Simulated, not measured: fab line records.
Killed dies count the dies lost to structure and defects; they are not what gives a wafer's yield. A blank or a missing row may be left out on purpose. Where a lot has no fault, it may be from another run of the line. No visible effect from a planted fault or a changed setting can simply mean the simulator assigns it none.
fab line records	flow nand_harc
record lots=12	wafers=36	last_day=24
route steps=1159 shown A_ZERO_WELL@403 A_ONON_D1@425 END@1159
lots that met no fault: taken from a fault-free run of the same line
start_h: start of the lot's first displayed wafer, in hours after the record's first day	wait_h: how many hours have passed since the lot's step before this one	" same as the row above	L1.1+2: one row covering several wafers at once	- no value, or no start given	* or withheld: withheld	< > ~ a bound
route shown NAME@n: a module of which the file shows steps, and the number in the route of the first	usual: mean/standard deviation taken from wafers without a fault	same: alike in all rows	chamber/n: place in a boat	sites: the reading at each site	_std_site: the values' standard deviation	_edge_site: mean of outer sites minus mean of inner sites	radius_mm: how far each site lies from the wafer's centre	mask NAME#n: copy n	behind: the most recent tool/chamber to have shaped the wafer	hold: why the lot was held/for how many hours/how that ended	device: transistor that didn't switch, given as n, p or np	end of line: at the end of the route, the tests of the same wafers	step lacking rows: just its recipe	killed: at the first sort, the dies lost to defects and structure; wafer yield is something else	map: the dies of a wafer, with x for killed, . for not killed, _ for no die there
set.NAME: the run value of the setting; set.NAME@STEP: its run value at that earlier step	model.NAME: the simulator's own value behind a step, which no gauge read
the route's steps for a sample of lots (tables are steps, rows are wafers)
services: when a tool's chamber went out of use (start_h, in hours from the record's first day, below 0 if earlier), for how many hours, and the reason
## steps
# step NHARC_A_ZERO_WELL_DESCUM_12
# recipe time_s=3	o2_flow_sccm=200	ar_flow_sccm=0	bias_power_w=0	chemistry=O2
# usual drypump_motor_current_A=5.6/0.36	oes_product_au=0.996/0.012	rf_vpp_V=57.7/0.98	showerhead_plenum_p_Torr=1.90/0.074	throttle_valve_pct=11.311/0.0091
lot.wafer	tool	chamber	start_h	wait_h	drypump_motor_current_A	oes_product_au	rf_hours_counter_h	rf_vpp_V	showerhead_plenum_p_Torr	throttle_valve_pct
L623.4	rie_diel-07	0	142.91	-	6.0	1.009	5	56.7	1.88	11.316
L623.1	"	1	"	"	6.0	1.012	6	56.3	1.82	11.330
L623.6	"	0	"	"	6.0	1.004	-	56.7	1.88	11.323
L624.4	rie_diel-07	2	148.35	-	5.2	1.001	6	57.7	1.85	11.325
L624.2	"	0	"	"	6.1	0.995	6	56.4	1.88	11.298
L624.1	"	1	"	"	5.9	1.006	6	56.4	1.82	11.305
L625.1	rie_diel-01	1	149.42	-	5.3	1.007	0	59.8	2.05	11.331
L625.3	"	0	"	"	5.8	0.974	0	55.8	1.86	11.305
L625.5	"	2	"	"	5.6	0.994	-	59.1	1.93	11.308
L627.4	rie_diel-07	1	156.58	-	6.0	1.023	7	57.4	1.82	11.309
L627.2	"	3	"	"	5.0	1.011	6	58.3	1.94	11.313
L627.5	"	1	"	"	5.9	1.006	-	57.7	1.82	11.317
L626.3	rie_diel-12	3	163.06	-	6.0	0.986	13	58.7	1.87	11.319
L626.5	"	2	"	"	5.2	1.003	-	58.5	1.99	11.298
L626.6	"	3	"	"	6.0	0.993	-	57.9	1.87	11.308
L629.3	rie_diel-07	0	171.97	-	6.1	1.003	7	57.7	1.88	11.310
L629.1	"	1	"	"	5.9	1.017	8	57.9	1.82	11.323
L629.5	"	0	"	"	6.0	1.001	-	58.5	1.88	11.315
L630.2	rie_diel-07	2	173.53	-	5.2	0.998	8	59.1	1.85	11.288
L630.3	"	3	"	"	5.0	1.001	7	59.0	1.94	11.327
L630.5	"	3	"	"	5.0	1.007	-	57.6	1.94	11.313
L632.2	rie_diel-01	1	182.57	-	5.3	0.994	2	59.5	2.05	11.322
L632.4	"	3	"	"	6.0	0.971	2	57.2	1.86	11.298
L632.6	"	1	"	"	5.3	0.997	-	59.4	2.05	11.316
L633.2	rie_diel-01	2	184.10	-	5.6	0.999	2	57.0	1.93	11.316
L633.4	"	0	"	"	5.9	0.989	3	57.5	1.86	11.321
L633.6	"	2	"	"	5.6	0.999	-	57.5	1.93	11.314
L631.1	rie_diel-12	0	185.19	-	6.0	0.994	17	58.5	1.79	11.302
L631.4	"	3	"	"	6.0	0.980	-	58.0	1.87	11.305
L631.5	"	0	"	"	5.9	0.989	-	56.4	1.79	11.319
L643.1	rie_diel-01	1	256.18	-	5.3	1.005	8	57.9	2.04	11.297
L643.6	"	3	"	"	6.0	0.984	-	57.0	1.86	11.317
L643.4	"	0	"	"	5.9	0.993	-	57.5	1.86	11.324
L646.1	rie_diel-01	3	269.73	-	6.0	0.985	9	57.7	1.86	11.309
L646.2	"	1	"	"	5.3	1.006	9	58.1	2.04	11.300
L646.4	"	0	"	"	5.9	0.993	-	57.1	1.86	11.301
# step NHARC_A_ZERO_WELL_ETCH_13
# recipe target_depth_a=1200	time_s=40.1	hbr_flow_sccm=150	cl2_flow_sccm=50	rf_w=400	icp_w=400	bias_w=100	chemistry=HBr/Cl2
# usual drypump_motor_current_A=5.9/0.49	mfc_cl2_sccm=49.99/0.16	oes_product_au=0.997/0.0094	throttle_valve_pct=26.406/0.0094
lot.wafer	tool	chamber	start_h	wait_h	drypump_motor_current_A	mfc_cl2_sccm	oes_product_au	rf_hours_counter_h	throttle_valve_pct
L623.1	rie_si-03	2	143.12	-	5.8	49.97	0.998	1.2	26.390
L623.4	"	3	"	"	6.1	49.95	0.990	1.1	26.415
L623.6	"	2	"	"	5.8	49.99	0.991	-	26.416
L624.2	rie_si-03	1	148.56	-	5.0	50.11	0.996	1.3	26.382
L624.1	"	2	"	"	5.9	50.01	0.999	1.3	26.401
L624.4	"	0	"	"	6.5	50.24	1.000	-	26.398
L625.1	rie_si-01	2	149.65	-	5.6	50.02	0.989	0.1	26.413
L625.3	"	3	"	"	6.2	49.95	0.992	0.1	26.398
L625.5	"	1	"	"	6.6	49.72	0.988	-	26.412
L627.2	rie_si-02	2	156.80	-	6.1	49.71	1.003	0.9	26.411
L627.4	"	3	"	"	5.4	50.07	0.977	0.8	26.408
L627.5	"	1	"	"	5.9	49.83	1.018	-	26.437
L626.3	rie_si-01	0	163.26	-	5.5	49.90	1.006	0.3	26.416
L626.6	"	0	"	"	5.5	50.24	1.010	-	26.412
L626.5	"	1	"	"	6.6	49.97	0.993	-	26.411
L629.1	rie_si-01	1	172.18	-	6.6	50.10	0.993	0.4	26.395
L629.3	"	3	"	"	6.2	50.14	0.992	0.3	26.394
L629.5	"	1	"	"	6.6	49.98	0.991	-	26.396
L630.2	rie_si-03	3	173.74	-	6.1	50.22	1.006	0.0	26.422
L630.3	"	0	"	"	6.5	50.06	0.989	0.0	26.412
L630.5	"	2	"	"	5.8	50.04	1.007	-	26.398
L632.4	rie_si-01	2	182.79	-	5.5	50.07	0.985	0.3	26.408
L632.2	"	0	"	"	5.5	50.20	0.998	0.5	26.402
L632.6	"	1	"	"	6.6	49.74	0.997	-	26.402
L633.2	rie_si-03	3	184.31	-	6.1	50.12	0.999	0.2	26.417
L633.4	"	0	"	"	6.5	49.98	1.010	0.1	26.415
L633.6	"	0	"	"	6.5	50.01	1.003	-	26.413
L631.1	rie_si-01	2	185.42	-	5.5	50.13	0.979	0.4	26.425
L631.4	"	0	"	"	5.5	50.18	0.983	0.5	26.386
L631.5	"	2	"	"	5.5	49.99	0.984	-	26.412
L643.1	rie_si-02	2	256.42	-	6.0	49.81	0.986	0.2	26.412
L643.4	"	0	"	"	6.6	49.81	0.995	0.2	26.418
L643.6	"	1	"	"	5.9	50.19	1.011	-	26.413
L646.4	rie_si-03	1	269.96	-	5.0	50.12	1.012	0.5	26.415
L646.1	"	2	"	"	5.9	49.81	1.011	0.7	26.415
L646.2	"	3	"	"	6.1	50.01	0.999	0.7	26.391
# step NHARC_A_ONON_D1_THK_MEAS_02
# recipe thk_meas_gauge=ellipsometry
# usual thk_nm=1000/12
lot.wafer	tool	chamber	start_h	wait_h	thk_nm
L623.1	film_metro-02	-	165.88	-	981
L623.4	"	-	"	"	981
L623.6	"	-	"	"	981
L624.1	film_metro-02	-	171.00	-	995
L624.2	"	-	"	"	995
L624.4	"	-	"	"	994
L625.1	film_metro-01	-	171.00	-	1002
L625.3	"	-	"	"	1003
L625.5	"	-	"	"	1004
L627.2	film_metro-02	-	178.44	-	1011
L627.4	"	-	"	"	1013
L627.5	"	-	"	"	1010
L626.3	film_metro-01	-	186.02	-	1014
L626.5	"	-	"	"	1012
L626.6	"	-	"	"	1012
L629.1	film_metro-01	-	194.05	-	985
L629.3	"	-	"	"	986
L629.5	"	-	"	"	983
L630.2	film_metro-02	-	194.06	-	1019
L630.3	"	-	"	"	1017
L630.5	"	-	"	"	1017
L633.2	film_metro-01	-	205.49	-	994
L633.4	"	-	"	"	992
L633.6	"	-	"	"	991
L631.1	film_metro-02	-	205.50	-	1009
L631.4	"	-	"	"	1011
L631.5	"	-	"	"	1011
L632.2	film_metro-01	-	205.83	-	987
L632.4	"	-	"	"	986
L632.6	"	-	"	"	987
L643.1	film_metro-02	-	278.45	-	1000
L643.4	"	-	"	"	999
L643.6	"	-	"	"	1000
L646.1	film_metro-01	-	293.44	-	996
L646.2	"	-	"	"	996
L646.4	"	-	"	"	995
# step NHARC_A_ONON_D1_DEP_33
# recipe target_thk_a=2000	temp_c=400	pressure_torr=6.5	rf_w=900	teos_flow_sccm=161.4	flow_sccm=2650	target_thk_nm=200	gas=O2	material=SiO2
# usual heater_power_w=581/100	rf_fwd_power_W=897/3.1	throttle_valve_pct=15.9/0.43
lot.wafer	tool	chamber	start_h	wait_h	heater_power_w	rf_fwd_power_W	throttle_valve_pct
L623.1	pecvd-01	0	177.57	0.1	610	895	15.2
L623.6	"	0	"	"	621	897	15.6
L623.4	"	1	"	"	394	900	16.2
L625.1	pecvd-01	2	182.75	0.1	730	899	16.1
L625.3	"	1	"	"	460	896	16.1
L625.5	"	1	"	"	476	897	16.3
L624.2	pecvd-02	2	182.87	0.1	538	897	15.7
L624.1	"	0	"	"	630	895	14.9
L624.4	"	0	"	"	632	902	15.0
L627.2	pecvd-01	1	190.26	0.1	369	899	16.4
L627.5	"	2	"	"	645	896	15.9
L627.4	"	1	"	"	374	899	16.4
L626.3	pecvd-01	0	197.90	0.1	476	895	15.5
L626.6	"	1	"	"	390	902	16.2
L626.5	"	2	"	"	722	896	16.2
L630.2	pecvd-01	2	205.95	0.1	573	895	15.8
L630.3	"	0	"	"	473	898	15.6
L630.5	"	0	"	"	507	902	15.5
L629.1	pecvd-03	1	206.24	0.1	535	902	16.2
L629.3	"	2	"	"	698	901	16.3
L629.5	"	0	"	"	479	895	16.1
L631.1	pecvd-03	2	220.46	0.1	708	896	16.1
L631.4	"	0	"	"	464	898	16.2
L631.5	"	1	"	"	565	890	16.1
L633.2	pecvd-01	0	220.56	0.1	537	900	15.6
L633.6	"	1	"	"	477	892	16.5
L633.4	"	2	"	"	631	895	16.1
L632.2	pecvd-02	0	220.58	0.1	625	903	14.7
L632.6	"	2	"	"	548	894	15.9
L632.4	"	0	"	"	621	902	15.0
L643.1	pecvd-01	2	290.17	0.1	564	896	16.0
L643.6	"	1	"	"	442	900	15.4
L643.4	"	0	"	"	654	1001	15.3
L646.1	pecvd-03	2	309.06	0.1	768	900	16.4
L646.2	"	1	"	"	619	896	15.4
L646.4	"	2	"	"	779	898	16.4
# step NHARC_A_ONON_D1_THK_MEAS_34
# recipe thk_meas_gauge=ellipsometry
# usual thk_nm=200.6/2.5
lot.wafer	tool	chamber	start_h	wait_h	thk_nm
L623.1	film_metro-01	-	177.99	-	198.9
L623.4	"	-	"	"	202.8
L623.6	"	-	"	"	202.2
L625.1	film_metro-01	-	183.16	-	197.4
L625.3	"	-	"	"	200.9
L625.5	"	-	"	"	203.3
L624.1	film_metro-02	-	183.30	-	196.6
L624.2	"	-	"	"	200.6
L624.4	"	-	"	"	201.3
L627.2	film_metro-01	-	190.58	-	201.9
L627.4	"	-	"	"	204.1
L627.5	"	-	"	"	204.0
L626.3	film_metro-02	-	198.35	-	203.7
L626.5	"	-	"	"	200.9
L626.6	"	-	"	"	204.6
L630.2	film_metro-01	-	206.33	-	198.2
L630.3	"	-	"	"	197.1
L630.5	"	-	"	"	202.8
L629.1	film_metro-02	-	206.65	-	197.4
L629.3	"	-	"	"	199.3
L629.5	"	-	"	"	202.2
L631.1	film_metro-01	-	220.88	-	199.5
L631.4	"	-	"	"	199.4
L631.5	"	-	"	"	197.4
L633.2	film_metro-02	-	220.89	-	199.4
L633.4	"	-	"	"	201.1
L633.6	"	-	"	"	204.5
L632.2	film_metro-01	-	220.95	-	195.2
L632.4	"	-	"	"	199.4
L632.6	"	-	"	"	201.8
L643.1	film_metro-02	-	290.54	-	198.9
L643.4	"	-	"	"	210.3
L643.6	"	-	"	"	203.8
L646.1	film_metro-02	-	309.48	-	201.0
L646.2	"	-	"	"	198.0
L646.4	"	-	"	"	203.6
# step NHARC_END_SORT_01
# recipe temp_c=25
# usual killed_at_array=29/11	killed_at_other=0.7/1.1	killed_at_periphery=2.9/2.2	killed_dies=33/11	killed_open=3.1/1.8	killed_short=1.9/1.4
# same gross_dies=677
lot.wafer	tool	chamber	start_h	wait_h	killed_at_array	killed_at_other	killed_at_periphery	killed_dies	killed_open	killed_short
L633.2	prober-01	0	497.66	2.8	34	2	0	36	3	0
L633.4	prober-01	0	499.26	3.4	24	1	2	27	3	4
L633.6	prober-01	0	500.86	4.0	29	2	3	34	5	2
# killed by level:class
L633.2 A_SLIT:chamber_film_flake=18 A_CHANNEL_HOLE_D1:chamber_film_flake=8 A_CONTACT:chamber_film_flake=4 A_STAIRCASE:chamber_film_flake=2 A_CONTACT:geometric_particle:open=1 A_M0:geometric_particle:open=1 STARTING-WAFER:geometric_particle:open=1 HYBRID_BOND:chamber_film_flake=1
L633.4 A_SLIT:chamber_film_flake=11 A_CHANNEL_HOLE_D1:chamber_film_flake=3 A_CONTACT:geometric_particle:short=2 A_CONTACT:chamber_film_flake=2 P_GATE:geometric_particle:open=1 A_ONON_D1:geometric_particle:open=1 A_CHANNEL_FILL_D1:geometric_particle:short=1 A_WL_FILL:geometric_particle:short=1
L633.6 A_SLIT:chamber_film_flake=13 A_CHANNEL_HOLE_D1:chamber_film_flake=5 A_STAIRCASE:chamber_film_flake=5 A_CONTACT:chamber_film_flake=2 P_M0:geometric_particle:open=1 P_M0:geometric_particle:short=1 A_ONON_D1:geometric_particle:open=1 A_ONON_D1:geometric_particle:short=1
## services
tool	chamber	start_h	hours	kind
pecvd-01	-	125.03	2.0	repair
rie_diel-01	3	125.16	3.9	repair
rie_si-01	-	127.00	9.0	pm
pecvd-02	-	128.11	0.8	repair
rie_diel-01	-	137.80	9.0	pm
rie_si-03	3	146.25	7.8	repair
rie_si-03	-	155.00	9.0	pm
rie_si-01	3	177.29	0.9	repair
rie_diel-01	2	184.28	5.6	repair
rie_diel-01	3	186.25	1.9	repair
rie_si-01	3	214.31	6.4	repair
rie_si-03	1	227.32	12.4	repair
rie_diel-07	-	228.20	9.0	pm
rie_si-03	3	234.71	10.5	repair
rie_diel-01	1	236.53	3.4	repair
pecvd-01	-	237.00	13.0	pm
rie_diel-07	1	243.42	4.6	repair
rie_diel-01	3	248.64	6.8	repair
rie_si-03	-	261.56	0.6	repair
pecvd-03	2	269.38	10.5	repair
pecvd-01	-	283.34	0.5	repair
pecvd-03	-	292.29	13.0	pm
rie_si-01	-	304.00	9.0	pm
rie_si-03	-	308.99	0.5	repair
## key
first_sign step=NHARC_A_ONON_D1_DEP_33	reading=rf_fwd_power_W	direction=up	sigmas=34	usual=*	struck=*
effect step=NHARC_A_ONON_D1_THK_MEAS_34	reading=thk_nm	direction=up	sigmas=3.8	usual=200.6	struck=210.3
met_at NHARC_A_ONON_D1_DEP_33
struck_lots L643
struck_wafers L643.4
tester_left_out L643
not_acting_at NHARC_A_ZERO_WELL_DESCUM_12,NHARC_A_ZERO_WELL_ETCH_13,NHARC_A_ONON_D1_THK_MEAS_02
onset_between 220.56 290.17
fault kind=process_parameter_drift	tool=pecvd-01	chamber=0	onset_h=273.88	steps=NHARC_A_ONON_D1_DEP_33	channel=rf_w	offset=*	shape=step	end_h=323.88	acts_in=*	stated=*
# tester_left_out: of these lots the tester's yield and bins aren't shown, on N5 and GAA mostly nor the transistor test; their killed dies are dies lost to structure and defects alone, not to doping, threshold or leakage, so they don't give the yield
